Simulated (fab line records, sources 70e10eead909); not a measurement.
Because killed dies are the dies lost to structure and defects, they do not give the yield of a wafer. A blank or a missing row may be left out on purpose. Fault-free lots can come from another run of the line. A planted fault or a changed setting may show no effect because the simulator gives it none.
Chamber matching + flow nand harc + 3 sister chambers for NHARC_P_BONDPAD_DEP_00 on pecvd-02
The step deposits SiCN, target thk 250 nm. 6 wafers are shown with their chamber, then 9 later ones without.

== WAFERS PAIRED WITH THEIR CHAMBERS ==
| wafer  | chamber | heater power w (W) |
|--------|---------|--------------------|
| L077.4 | 2       | 680                |
| L081.2 | 2       | 612                |
| L081.6 | 1       | 604                |
| L082.3 | 0       | 485                |
| L082.4 | 0       | 513                |
| L082.6 | 1       | 610                |

== WAFERS WITH NO CHAMBER GIVEN ==
| wafer  | heater power w (W) |
|--------|--------------------|
| L085.3 | 705                |
| L085.4 | 514                |
| L085.5 | 709                |
| L095.1 | 578                |
| L095.4 | 587                |
| L095.5 | 557                |
| L096.2 | 514                |
| L096.4 | 518                |
| L096.6 | 543                |

== WHICH CHAMBER EACH WENT THROUGH ==
| wafer  | from the rows above          | in truth                   |
|--------|------------------------------|----------------------------|
| L085.3 | can't be placed: 2 or 1      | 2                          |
| L085.4 | 0                            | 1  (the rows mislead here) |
| L085.5 | can't be placed: 2 or 1      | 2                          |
| L095.1 | can't be placed: 1 or 2 or 0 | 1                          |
| L095.4 | can't be placed: 1 or 2      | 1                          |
| L095.5 | can't be placed: 1 or 0 or 2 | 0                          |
| L096.2 | 0                            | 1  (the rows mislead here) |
| L096.4 | 0                            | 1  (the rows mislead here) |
| L096.6 | can't be placed: 0 or 1 or 2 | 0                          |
Correct placement for 0 of the 9. From these rows, 6 cannot be placed; in 6 the true chamber is one of the candidates. Placed wrongly: 3.
How it was worked out, from the rows above alone: a wafer's distance from a chamber is the root of the sum, over the readings, of the square of ((its reading less the chamber's mean) divided by the reading's scatter). If the next closest chamber is less than 2 further off than the closest, the wafer can't be placed; otherwise it belongs to the closest. The mean given for a chamber averages the wafers shown for that chamber. The scatter: the root of (the sum of the squares of (reading less its chamber's mean) over the shown wafers, divided by (wafers less chambers)).
